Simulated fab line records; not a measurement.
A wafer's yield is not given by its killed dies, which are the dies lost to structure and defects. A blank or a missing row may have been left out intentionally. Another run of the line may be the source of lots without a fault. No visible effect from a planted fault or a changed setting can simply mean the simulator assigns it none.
Lot-split experiment	flow n5 finfet	21 wafers read across 7 lots, on a route 1938 steps long

## THE SPLIT ITSELF
At N5_SD_EPI_N_ETCH_16 (etches SiO2 in CHF3/O2, target depth 5 nm), the setting target depth a was moved away from the recipe's 50 angstrom on 8 of the 21 wafers read, by -9.6% to +9.4%. All remaining wafers had this setting at the recipe value.

The reading is taken at the split's own step.

## THE READING
etch.depth nm (the simulator's own value, which no gauge read), in nm, at N5_SD_EPI_N_ETCH_16 (etches SiO2 in CHF3/O2, target depth 5 nm). No usual value for it is given in the file. Here, 13 wafers ran the recipe; their average is 4.906 nm with a standard deviation of 0.073 nm.

wafer	tool, chamber at the split	target depth a as run, angstrom	against the recipe	etch.depth nm, nm	against lot-mates on the recipe
L074.4	rie diel-06, 0	54.33	+8.7%	5.359	+0.369
L074.5	rie diel-06, 0	54.33	+8.7%	5.322	+0.332
L074.6	rie diel-06, 3	50	recipe	4.99	-
L075.2	rie diel-06, 2	45.2	-9.6%	4.457	-0.455
L075.4	rie diel-06, 2	45.2	-9.6%	4.464	-0.448
L075.6	rie diel-06, 3	50	recipe	4.912	-
L078.2	rie diel-06, 2	50	recipe	4.923	-
L078.3	rie diel-06, 1	50	recipe	4.942	-
L078.5	rie diel-06, 1	50	recipe	4.951	-
L080.4	rie diel-02, 0	50	recipe	4.856	-
L080.5	rie diel-02, 1	50	recipe	4.919	-
L080.6	rie diel-02, 0	50	recipe	4.853	-
L083.2	rie diel-04, 1	50	recipe	4.795	-
L083.3	rie diel-04, 2	53.04	+6.1%	5.363	+0.568
L083.4	rie diel-04, 3	53.04	+6.1%	5.398	+0.603
L085.2	rie diel-04, 3	50	recipe	5.051	-
L085.3	rie diel-04, 1	50	recipe	4.794	-
L085.4	rie diel-04, 0	50	recipe	4.958	-
L086.3	rie diel-06, 1	50	recipe	4.839	-
L086.5	rie diel-06, 0	54.72	+9.4%	5.327	+0.488
L086.6	rie diel-06, 2	54.72	+9.4%	5.437	+0.598

THE FIT
A straight line over all 21 wafers: etch.depth nm changes by +0.0517 nm for each +1% of target depth a; r = +0.96; the points scatter about the line by 0.082 nm.
The same after taking each lot's own level away (the mean of its wafers on the recipe; 21 wafers): +0.0536 nm for each +1%; r = +0.94; scatter 0.1 nm.
The reading moves by 0.51 nm for the largest change in target depth a, on that fit.
Measured against the standard deviation above, the lots' own levels, which go from 4.7950 to 4.9900 nm, span 2.7 times it.
The two slopes are in agreement: the lot-to-lot level therefore moves the slope only a little.
Check: for one of the wafers moved furthest among these (-9.6%), held out of the fit, the line's prediction against its lot-mates is -0.504 nm. Against them it came out at -0.455 nm.

## OTHER SPLITS APPLIED TO THESE WAFERS
Before the reading, these wafers also passed through other splits. Each is held against what the fit with the lots' levels taken away leaves over:
other split on the same wafers	wafers away from the commonest value	r with etch.depth nm (lot level and that fit taken away)
N5_ZERO_LAYER_PECVD_02 time s	2	+0.04
N5_ZERO_LAYER_COAT_05 spin rpm	6	+0.08
N5_FIN_SAQP_EXPOSE_13 dose mj	7	-0.27
N5_DUMMY_GATE_EXPOSE_12 dose mj	7	+0.23
N5_DUMMY_GATE_DESCUM_20 time s	9	+0.46

## THE FILE'S OWN FIT
etch.depth nm changes by +0.0547 nm for each +1% of target depth a, r = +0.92.
